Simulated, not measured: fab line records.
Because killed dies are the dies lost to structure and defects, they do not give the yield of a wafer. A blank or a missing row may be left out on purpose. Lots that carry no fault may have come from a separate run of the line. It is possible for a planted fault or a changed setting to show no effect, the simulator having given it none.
Chamber matching + flow nand harc + NHARC_P_BONDPAD_CMP_19 on cmp-03 has 4 sister chambers
The step polishes, t overpolish 30 s, cu recess touch 16 s, target thk 160.81 nm. 4 wafers are shown with their chamber, then 8 later ones without.

EACH WAFER AND ITS CHAMBER
| wafer  | chamber | motor current A (A) |
|--------|---------|---------------------|
| L793.1 | 3       | 12.8                |
| L795.5 | 0       | 12.6                |
| L795.6 | 1       | 11.7                |
| L796.1 | 2       | 13.2                |

WAFERS WITH NO CHAMBER GIVEN
| wafer  | motor current A (A) |
|--------|---------------------|
| L796.3 | 13.0                |
| L796.4 | 12.8                |
| L798.2 | 13.1                |
| L798.3 | 11.2                |
| L798.4 | 11.8                |
| L802.1 | 12.8                |
| L802.4 | 12.4                |
| L802.6 | 12.2                |

EACH ONE'S CHAMBER
| wafer  | from the rows above          | in truth                   |
|--------|------------------------------|----------------------------|
| L796.3 | can't be placed: 2 or 3 or 0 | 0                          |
| L796.4 | can't be placed: 3 or 0 or 2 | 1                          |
| L798.2 | can't be placed: 2 or 3 or 0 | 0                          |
| L798.3 | 1                            | 1                          |
| L798.4 | 1                            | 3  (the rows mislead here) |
| L802.1 | can't be placed: 3 or 0 or 2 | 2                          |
| L802.4 | can't be placed: 0 or 3 or 1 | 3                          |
| L802.6 | can't be placed: 0 or 1 or 3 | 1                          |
Correct placement for 1 of the 8. From these rows, 6 cannot be placed; in 5 the true chamber is one of the candidates. 1 placed wrongly.
How it was worked out, from the rows above alone: a wafer's distance from a chamber is the root of the sum, over the readings, of the square of ((its reading less the chamber's mean) divided by the reading's scatter). The wafer belongs to the nearest chamber; if the next one is less than 2 further off, it can't be placed. Each chamber's mean is taken over the wafers shown for it. The scatter (one wafer shown for each chamber): square how far every hidden wafer sits from the nearest shown wafer, average those squares and take the square root.
